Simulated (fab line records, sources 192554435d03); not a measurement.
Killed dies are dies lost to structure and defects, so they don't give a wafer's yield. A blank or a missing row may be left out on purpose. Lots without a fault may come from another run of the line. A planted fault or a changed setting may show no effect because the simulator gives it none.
Chamber matching | flow n5_finfet | N5_BEOL_M10_CURE_72 on uv_cure-02: 3 sister chambers
The step cures SiCOH lowk, time 120 s. 6 wafers are shown with their chamber, then 9 later ones without.

WAFERS WITH THEIR CHAMBER
wafer  | chamber | wafer_temp_C_max | lamp_power_pct (%)
L081.5 | 1       | 370.7            | 52.33
L081.6 | 1       | 370.6            | 52.17
L087.3 | 2       | 372.3            | 52.29
L087.6 | 2       | 372.1            | 52.35
L094.3 | 0       | 371.0            | 52.35
L094.5 | 0       | 370.8            | 52.41

WAFERS WITHOUT THEIR CHAMBER
wafer  | wafer_temp_C_max | lamp_power_pct (%)
L095.3 | 371.0            | 52.30
L095.4 | 370.8            | 52.28
L095.5 | 370.8            | 52.29
L096.3 | 372.5            | 52.32
L096.5 | 371.8            | 52.24
L096.6 | 371.3            | 52.28
L097.1 | 370.9            | 52.36
L097.3 | 370.6            | 52.38
L097.5 | 370.8            | 52.42

WHICH CHAMBER EACH WENT THROUGH
wafer  | from the rows above     | in truth
L095.3 | can't be placed: 0 or 1 | 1
L095.4 | can't be placed: 1 or 0 | 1
L095.5 | can't be placed: 1 or 0 | 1
L096.3 | 2                       | 2
L096.5 | 2                       | 2
L096.6 | can't be placed: 0 or 1 | 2
L097.1 | 0                       | 0
L097.3 | can't be placed: 1 or 0 | 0
L097.5 | can't be placed: 0 or 1 | 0
Placed correctly: 3 of 9. Can't be placed from these rows: 6 (the true chamber is among the candidates in 5). Placed wrongly: 0.
How it was worked out, from the rows above alone: a wafer's distance from a chamber is the root of the sum, over the readings, of the square of ((its reading less the chamber's mean) divided by the reading's scatter). The wafer belongs to the nearest chamber; if the next one is less than 2 further off, it can't be placed. A chamber's mean is the mean of its shown wafers. The scatter: the root of (the sum of the squares of (reading less its chamber's mean) over the shown wafers, divided by (wafers less chambers)).
